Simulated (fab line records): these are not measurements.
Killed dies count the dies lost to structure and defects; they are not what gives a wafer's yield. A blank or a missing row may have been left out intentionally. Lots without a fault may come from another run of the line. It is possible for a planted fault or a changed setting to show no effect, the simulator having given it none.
fab line records	flow n5_finfet	part 1 of 2: steps 1 to 4 of 6
[record] lots = 23	wafers = 69	last_day = 18
route steps=1938 shown BEOL_M13@1714 BEOL_M14@1716 BEOL_M15@1784
lots that met no fault: taken from a fault-free run of the same line
start_h: the number of hours between the record's first day and the start of the first shown wafer of the lot	wait_h: time in hours since the lot's previous step	" identical to the entry in the row above	L1.1+2: a row that stands for several wafers	- no value present, or no start provided	* or withheld: withheld	< > ~ a bound
route shown NAME@n: names a module that has steps shown in the file, with the first one's number in the route	usual: mean/standard deviation of fault-free wafers	same: alike in all rows	chamber/n: place in a boat	sites: readings site by site	_std_site: the standard deviation of these	_edge_site: inner sites' mean taken away from outer sites' mean	radius_mm: how far each site lies from the wafer's centre	mask NAME#n: copy n	behind: the most recent tool/chamber to have shaped the wafer	hold: why the lot was held/for how many hours/how that ended	device: whichever transistor did not switch (one of n, p or np)	end of line: tests of these same wafers at the route's end	a step given without rows: its recipe and nothing more	killed: dies lost to structure and defects at the first sort, not the wafer's yield	map: dies across one wafer; x = killed, . = not, _ = none there
set.NAME: setting as actually run; set.NAME@STEP: the setting as run at that earlier step	model.NAME: the simulator's own value behind a step, which no gauge read
one table for each step of the route and one row for each wafer, over a sample of lots
services: from which hour (start_h, from the record's first day; less than 0 if before it) a tool's chamber was out of use, for how many hours, and why
[[steps]]
[step N5_BEOL_M13_RS_MEAS_54]
[recipe] thk_meas_gauge = four-point-probe	reads = Cu_of_BEOL_M13_ECD_47+Ta_of_BEOL_M13_SPUTTER_44+TaN_of_BEOL_M13_SPUTTER_43
[usual] M13_RS = 0.0449/0.00062
lot.wafer	tool	chamber	start_h	wait_h	M13_RS[ohm/sq]
L074.1	film_metro-01	-	249.25	0.1	0.0447
L074.4	"	-	"	"	0.0454
L074.5	"	-	"	"	0.0442
L075.2	film_metro-02	-	250.08	0.1	0.0444
L075.4	"	-	"	"	0.0452
L075.6	"	-	"	"	0.0446
L077.1	film_metro-01	-	266.37	0.0	0.0447
L077.2	"	-	"	"	0.0450
L077.5	"	-	"	"	0.0454
L076.1	film_metro-01	-	266.50	0.1	0.0445
L076.2	"	-	"	"	0.0451
L076.4	"	-	"	"	0.0450
L078.2	film_metro-01	-	267.85	0.1	0.0442
L078.4	"	-	"	"	0.0452
L078.6	"	-	"	"	0.0451
L079.3	film_metro-02	-	276.77	0.1	0.0453
L079.4	"	-	"	"	0.0454
L079.6	"	-	"	"	0.0442
L080.3	film_metro-02	-	281.29	0.1	0.0447
L080.5	"	-	"	"	0.0437
L080.6	"	-	"	"	0.0449
L081.2	film_metro-02	-	282.97	0.1	0.0447
L081.3	"	-	"	"	0.0435
L081.4	"	-	"	"	0.0455
L083.1	film_metro-02	-	286.63	0.0	0.0452
L083.2	"	-	"	"	0.0457
L083.3	"	-	"	"	0.0450
L082.2	film_metro-01	-	290.04	0.1	0.0453
L082.4	"	-	"	"	0.0449
L082.6	"	-	"	"	0.0453
L084.2	film_metro-01	-	304.39	0.3	0.0441
L084.4	"	-	"	"	0.0447
L084.5	"	-	"	"	0.0444
L085.1	film_metro-01	-	310.55	0.1	0.0461
L085.3	"	-	"	"	0.0457
L085.5	"	-	"	"	0.0455
L086.2	film_metro-01	-	312.98	0.1	0.0442
L086.3	"	-	"	"	0.0442
L086.6	"	-	"	"	0.0440
L087.1	film_metro-01	-	316.86	0.0	0.0458
L087.3	"	-	"	"	0.0454
L087.6	"	-	"	"	0.0455
L089.1	film_metro-01	-	328.91	0.0	0.0460
L089.5	"	-	"	"	0.0464
L089.6	"	-	"	"	0.0450
L090.1	film_metro-02	-	333.45	0.0	0.0440
L090.3	"	-	"	"	0.0453
L090.4	"	-	"	"	0.0441
L088.1	film_metro-02	-	338.78	0.0	0.0446
L088.4	"	-	"	"	0.0451
L088.6	"	-	"	"	0.0449
L093.1	film_metro-02	-	343.80	0.0	0.0450
L093.3	"	-	"	"	0.0440
L093.4	"	-	"	"	0.0441
L091.2	film_metro-01	-	354.35	0.1	0.0452
L091.5	"	-	"	"	0.0450
L091.6	"	-	"	"	0.0448
L092.1	film_metro-01	-	361.25	0.0	0.0455
L092.2	"	-	"	"	0.0449
L092.4	"	-	"	"	0.0442
L095.3	film_metro-02	-	363.48	0.1	0.0458
L095.4	"	-	"	"	0.0450
L095.6	"	-	"	"	0.0451
L096.1	film_metro-02	-	378.37	0.0	0.0449
L096.4	"	-	"	"	0.0437
L096.5	"	-	"	"	0.0458
L097.1	film_metro-01	-	393.77	0.1	0.0447
L097.3	"	-	"	"	0.0450
L097.5	"	-	"	"	0.0443
[step N5_BEOL_M14_ILD_DEP_00]
[recipe] material = SiO2	target_thk_a = 11193	temp_c = 400	precursor = TEOS/O2	pressure_torr = 6.5	rf_w = 900	teos_flow_sccm = 161.4	gas = O2	flow_sccm = 2650	time_s = 237.4
[usual] heater_power_outer_w = 309/81	heater_power_w = 566/120	rf_fwd_power_W = 898.0/2.9	showerhead_plenum_p_Torr = 8.33/0.04	throttle_valve_pct = 18.0/1
[same] time_s = 237.4
lot.wafer	tool	chamber	start_h	wait_h	heater_power_outer_w	heater_power_w	rf_fwd_power_W	showerhead_plenum_p_Torr	throttle_valve_pct
L074.1	pecvd-03	1	249.31	0.0	318	569	899.5	8.37	18.3
L074.4	"	1	"	"	353	582	897.8	8.38	18.2
L074.5	"	2	"	"	273	640	896.7	8.28	18.3
L075.2	pecvd-04	2	250.14	0.0	374	637	901.6	8.41	16.0
L075.4	"	2	"	"	426	690	899.4	8.43	16.2
L075.6	"	1	"	"	106	268	897.1	8.29	18.6
L077.1	pecvd-03	0	266.44	0.0	351	629	900.6	8.34	19.7
L077.2	"	2	"	"	409	800	896.4	8.31	18.6
L077.5	"	1	"	"	328	567	895.4	8.38	18.2
L076.1	pecvd-04	2	266.56	0.0	407	682	898.4	8.43	16.1
L076.2	"	1	"	"	187	374	900.1	8.27	18.8
L076.4	"	1	"	"	109	261	897.5	8.26	18.9
L078.2	pecvd-03	1	267.91	0.0	331	557	897.0	8.35	18.3
L078.4	"	0	"	"	379	676	899.4	8.33	20.0
L078.6	"	0	"	"	258	505	898.4	8.33	19.9
L079.3	pecvd-02	1	276.91	0.1	235	502	902.5	8.28	17.1
L079.4	"	0	"	"	361	589	892.1	8.31	17.8
L079.6	"	1	"	"	262	554	900.8	8.28	17.3
L080.3	pecvd-03	0	281.35	0.0	290	552	901.0	8.32	19.7
L080.5	"	2	"	"	382	753	894.6	8.28	18.6
L080.6	"	0	"	"	343	617	901.8	8.34	19.9
L081.2	pecvd-03	1	283.03	0.0	322	570	897.8	8.40	18.2
L081.3	"	0	"	"	361	623	893.9	8.35	20.0
L081.4	"	2	"	"	379	752	899.6	8.29	18.5
L083.1	pecvd-02	0	286.69	0.0	383	619	900.4	8.32	17.6
L083.2	"	1	"	"	244	510	898.6	8.30	17.4
L083.3	"	1	"	"	270	561	898.6	8.31	17.2
L082.2	pecvd-02	1	290.11	0.0	231	502	896.7	8.28	17.1
L082.4	"	0	"	"	361	602	897.0	8.31	17.6
L082.6	"	0	"	"	401	630	895.9	8.30	17.8
L084.2	pecvd-04	2	304.45	0.0	459	732	898.1	8.41	16.3
L084.4	"	2	"	"	341	568	897.1	8.39	16.0
L084.5	"	1	"	"	108	269	892.8	8.28	18.7
L085.1	pecvd-03	2	310.61	0.0	311	667	900.7	8.31	18.6
L085.3	"	0	"	"	377	649	898.1	8.32	20.1
L085.5	"	0	"	"	264	498	898.2	8.36	19.7
L086.2	pecvd-02	0	313.04	0.0	379	620	901.4	8.30	18.0
L086.3	"	1	"	"	221	486	898.5	8.30	17.2
L086.6	"	0	"	"	403	654	896.4	8.33	17.7
L087.1	pecvd-02	1	316.92	0.0	196	447	895.6	8.28	16.9
L087.3	"	2	"	"	418	681	899.9	8.36	17.1
L087.6	"	2	"	"	295	554	898.0	8.35	17.2
L089.1	pecvd-02	2	328.98	0.0	336	589	898.3	8.36	17.2
L089.5	"	0	"	"	291	480	898.3	8.32	17.6
L089.6	"	2	"	"	389	658	897.8	8.37	17.2
L090.1	pecvd-02	1	333.51	0.0	234	513	896.0	8.30	17.1
L090.3	"	2	"	"	401	670	898.5	8.35	17.4
L090.4	"	0	"	"	387	628	901.5	8.32	17.8
L088.1	pecvd-02	1	338.85	0.0	252	537	898.8	8.28	17.2
L088.4	"	0	"	"	354	586	900.4	8.30	17.8
L088.6	"	1	"	"	164	420	899.0	8.29	17.2
L093.1	pecvd-03	2	343.87	0.0	399	804	901.2	8.29	18.7
L093.3	"	1	"	"	322	530	895.5	8.37	18.4
L093.4	"	0	"	"	264	520	899.5	8.32	19.8
L091.2	pecvd-03	0	354.41	0.0	304	561	903.1	8.34	20.1
L091.5	"	2	"	"	402	791	900.3	8.31	18.5
L091.6	"	0	"	"	354	617	902.0	8.35	20.0
L092.1	pecvd-02	2	361.31	0.0	375	639	897.8	8.35	17.2
L092.2	"	1	"	"	163	411	900.3	8.27	17.1
L092.4	"	1	"	"	230	482	893.8	8.28	17.4
L095.3	pecvd-02	2	363.54	0.0	367	628	896.8	8.37	17.3
L095.4	"	0	"	"	288	490	895.6	8.31	17.8
L095.6	"	1	"	"	249	523	895.2	8.29	17.1
L096.1	pecvd-03	1	378.44	0.0	254	461	900.6	8.38	18.0
L096.4	"	0	"	"	333	599	905.6	8.30	19.9
L096.5	"	2	"	"	377	764	899.2	8.28	18.7
L097.1	pecvd-04	2	393.83	0.0	402	663	894.7	8.40	16.1
L097.3	"	0	"	"	197	378	900.2	8.31	18.1
L097.5	"	2	"	"	444	730	895.5	8.42	16.5
[step N5_BEOL_M14_STRIP_64]
[recipe] chemistry = O2	power_w = 600	temp_c = 60	pressure_mtorr = 30	rf_frequency_hz = 6e+07	bias_power_w = 0	overash_fraction = 0.3	o2_flow_sccm = 225
[usual] drypump_motor_current_A = 5.6/0.43	oes_product_au = 0.82/0.069	rf_vpp_V = 3.7/0.54	showerhead_plenum_p_Torr = 2.09/0.078	throttle_valve_pct = 16.63/0.19
lot.wafer	tool	chamber	start_h	wait_h	drypump_motor_current_A	oes_product_au	rf_hours_counter_h	rf_vpp_V	showerhead_plenum_p_Torr	throttle_valve_pct
L074.1	rie_diel-05	2	-	-	5.7	0.83	93	3.6	2.02	16.83
L074.4	"	3	"	"	5.0	0.86	51	3.4	2.22	16.53
L074.5	"	3	"	"	4.9	0.85	-	3.3	2.22	16.53
L075.2	rie_diel-05	1	-	-	6.1	0.87	42	3.9	2.14	16.40
L075.4	"	2	"	"	5.6	0.84	93	3.6	2.02	16.84
L075.6	"	3	"	"	5.0	0.85	-	3.5	2.22	16.52
L077.1	rie_diel-05	3	-	-	5.0	0.85	58	3.9	2.22	16.55
L077.2	"	1	"	"	6.1	0.86	49	3.6	2.13	16.42
L077.5	"	2	"	"	5.6	0.83	-	3.1	2.02	16.85
L076.1	rie_diel-01	0	-	-	6.2	0.99	1	3.6	2.06	16.66
L076.2	"	3	"	"	5.3	0.77	131	3.5	2.02	16.38
L076.4	"	3	"	"	5.4	0.77	-	4.4	2.02	16.37
L078.2	rie_diel-06	2	-	-	5.8	0.68	241	3.4	2.07	16.97
L078.4	"	0	"	"	4.8	0.80	89	3.1	2.21	16.84
L078.6	"	2	"	"	5.8	0.67	-	3.9	2.07	16.97
L079.3	rie_diel-05	3	-	-	5.0	0.84	62	3.6	2.21	16.54
L079.4	"	1	"	"	6.1	0.85	53	3.9	2.13	16.42
L079.6	"	1	"	"	6.1	0.85	-	4.2	2.13	16.42
L080.3	rie_diel-06	1	-	-	6.2	0.82	80	2.6	2.22	16.80
L080.5	"	2	"	"	5.8	0.69	-	4.7	2.07	16.98
L080.6	"	1	"	"	6.2	0.82	-	3.8	2.22	16.79
L081.2	rie_diel-06	2	-	-	5.8	0.68	245	4.1	2.07	16.97
L081.3	"	1	"	"	6.2	0.82	81	3.6	2.22	16.79
L081.4	"	3	"	"	5.7	0.91	18	2.9	2.15	16.74
L083.1	rie_diel-01	3	-	-	5.4	0.76	141	4.1	2.02	16.38
L083.2	"	0	"	"	6.2	0.95	11	4.0	2.06	16.68
L083.3	"	1	"	"	5.7	1.01	0	3.1	2.06	16.41
L082.2	rie_diel-01	0	-	-	6.2	0.93	13	3.6	2.06	16.68
L082.4	"	1	"	"	5.6	0.99	1	3.0	2.06	16.42
L082.6	"	3	"	"	5.3	0.76	-	3.9	2.02	16.40
L084.2	rie_diel-06	0	-	-	4.8	0.79	103	3.6	2.20	16.88
L084.4	"	0	"	"	4.8	0.79	-	3.6	2.20	16.87
L084.5	"	1	"	"	6.3	0.81	-	4.2	2.22	16.81
L085.1	rie_diel-05	1	-	-	6.1	0.84	66	3.3	2.13	16.46
L085.3	"	3	"	"	5.0	0.83	74	3.4	2.21	16.56
L085.5	"	2	"	"	5.6	0.82	-	3.8	2.01	16.88
L086.2	rie_diel-05	3	-	-	5.0	0.82	75	3.7	2.21	16.58
L086.3	"	1	"	"	6.1	0.84	67	3.8	2.13	16.45
L086.6	"	0	"	"	5.5	0.81	-	3.2	2.03	16.46
L087.1	rie_diel-05	1	-	-	6.1	0.84	68	3.5	2.13	16.45
L087.3	"	3	"	"	5.0	0.83	77	3.0	2.21	16.56
L087.6	"	3	"	"	5.0	0.82	-	4.2	2.21	16.58
L089.1	rie_diel-01	3	-	-	5.3	0.75	157	3.3	2.01	16.41
L089.5	"	2	"	"	5.3	0.73	-	4.4	2.01	16.62
L089.6	"	1	"	"	5.6	0.94	-	3.5	2.06	16.44
L090.1	rie_diel-05	1	-	-	6.1	0.82	73	3.3	2.13	16.47
L090.3	"	3	"	"	4.9	0.81	81	3.9	2.21	16.57
L090.4	"	2	"	"	5.7	0.79	123	3.6	2.01	16.91
L088.1	rie_diel-01	1	-	-	5.6	0.93	16	3.8	2.05	16.46
L088.4	"	0	"	"	6.2	0.89	-	3.8	2.05	16.73
L088.6	"	2	"	"	5.3	0.73	-	4.0	2.01	16.64
L093.1	rie_diel-05	1	-	-	6.1	0.83	78	3.0	2.12	16.47
L093.3	"	2	"	"	5.7	0.80	127	3.4	2.01	16.91
L093.4	"	3	"	"	5.0	0.81	86	3.9	2.21	16.58
L091.2	rie_diel-05	0	-	-	5.5	0.80	101	3.8	2.02	16.47
L091.5	"	1	"	"	6.1	0.81	-	2.7	2.12	16.48
L091.6	"	0	"	"	5.5	0.80	-	4.2	2.02	16.46
L092.1	rie_diel-01	0	-	-	6.2	0.89	39	3.1	2.05	16.73
L092.2	"	2	"	"	5.3	0.72	188	4.1	2.01	16.65
L092.4	"	1	"	"	5.6	0.92	23	3.3	2.05	16.45
L095.3	rie_diel-05	3	-	-	5.0	0.80	93	4.1	2.20	16.60
L095.4	"	2	"	"	5.6	0.79	134	4.5	2.00	16.93
L095.6	"	0	"	"	5.5	0.79	-	2.5	2.02	16.49
L096.1	rie_diel-01	1	-	-	5.7	0.91	29	4.4	2.05	16.47
L096.4	"	3	"	"	5.3	0.73	172	3.6	2.00	16.46
L096.5	"	1	"	"	5.7	0.91	-	4.0	2.05	16.46
L097.1	rie_diel-06	0	-	-	4.8	0.76	140	4.8	2.19	16.95
L097.3	"	2	"	"	5.8	0.89	24	3.2	2.06	16.58
L097.5	"	1	"	"	6.3	0.77	-	3.1	2.20	16.88
[step N5_BEOL_M15_OVL_MEAS_11]
[recipe] points_per_wafer = 44
[usual] V14_OVL = 0/5.7
[same] points_per_wafer = 44
lot.wafer	tool	chamber	start_h	wait_h	V14_OVL[nm]
L074.1	overlay-02	0	254.53	0.0	-11
L074.4	"	0	"	"	-7
L074.5	"	0	"	"	-2
L075.2	overlay-02	0	259.22	0.0	5
L075.4	"	0	"	"	1
L075.6	"	0	"	"	4
L077.1	overlay-01	0	273.53	0.0	9
L077.2	"	0	"	"	13
L077.5	"	0	"	"	8
L076.1	overlay-02	0	274.19	0.0	-3
L076.2	"	0	"	"	-6
L076.4	"	0	"	"	-4
L078.2	overlay-01	0	275.51	0.0	11
L078.4	"	0	"	"	14
L078.6	"	0	"	"	17
L079.3	overlay-02	0	281.95	0.0	-7
L079.4	"	0	"	"	1
L079.6	"	0	"	"	-11
L080.3	overlay-01	0	286.94	0.0	2
L080.5	"	0	"	"	6
L080.6	"	0	"	"	-2
L081.2	overlay-02	0	287.47	0.0	-1
L081.3	"	0	"	"	-2
L081.4	"	0	"	"	0
L083.1	overlay-01	0	292.32	0.0	-1
L083.2	"	0	"	"	-2
L083.3	"	0	"	"	-4
L082.2	overlay-01	0	298.50	0.0	-7
L082.4	"	0	"	"	-4
L082.6	"	0	"	"	-5
L084.2	overlay-01	0	310.84	0.0	0
L084.4	"	0	"	"	-1
L084.5	"	0	"	"	-2
L085.1	overlay-02	0	316.66	0.0	-3
L085.3	"	0	"	"	3
L085.5	"	0	"	"	-7
L086.2	overlay-01	0	320.77	0.0	-5
L086.3	"	0	"	"	-10
L086.6	"	0	"	"	-4
L087.1	overlay-01	0	325.38	0.0	-2
L087.3	"	0	"	"	1
L087.6	"	0	"	"	12
L089.1	overlay-02	0	335.50	0.0	-4
L089.5	"	0	"	"	-8
L089.6	"	0	"	"	3
L090.1	overlay-01	0	338.62	0.0	-9
L090.3	"	0	"	"	-4
L090.4	"	0	"	"	-4
L088.1	overlay-01	0	343.35	0.0	5
L088.4	"	0	"	"	8
L088.6	"	0	"	"	7
L093.1	overlay-01	0	351.35	0.0	6
L093.3	"	0	"	"	-3
L093.4	"	0	"	"	9
L091.2	overlay-01	0	360.76	0.0	0
L091.5	"	0	"	"	1
L091.6	"	0	"	"	-6
L092.1	overlay-02	0	368.90	0.0	1
L092.2	"	0	"	"	-4
L092.4	"	0	"	"	0
L095.3	overlay-02	0	369.99	0.0	4
L095.4	"	0	"	"	5
L095.6	"	0	"	"	7
L096.1	overlay-02	0	384.01	0.0	2
L096.4	"	0	"	"	5
L096.5	"	0	"	"	5
L097.1	overlay-01	0	398.93	0.0	4
L097.3	"	0	"	"	9
L097.5	"	0	"	"	-1
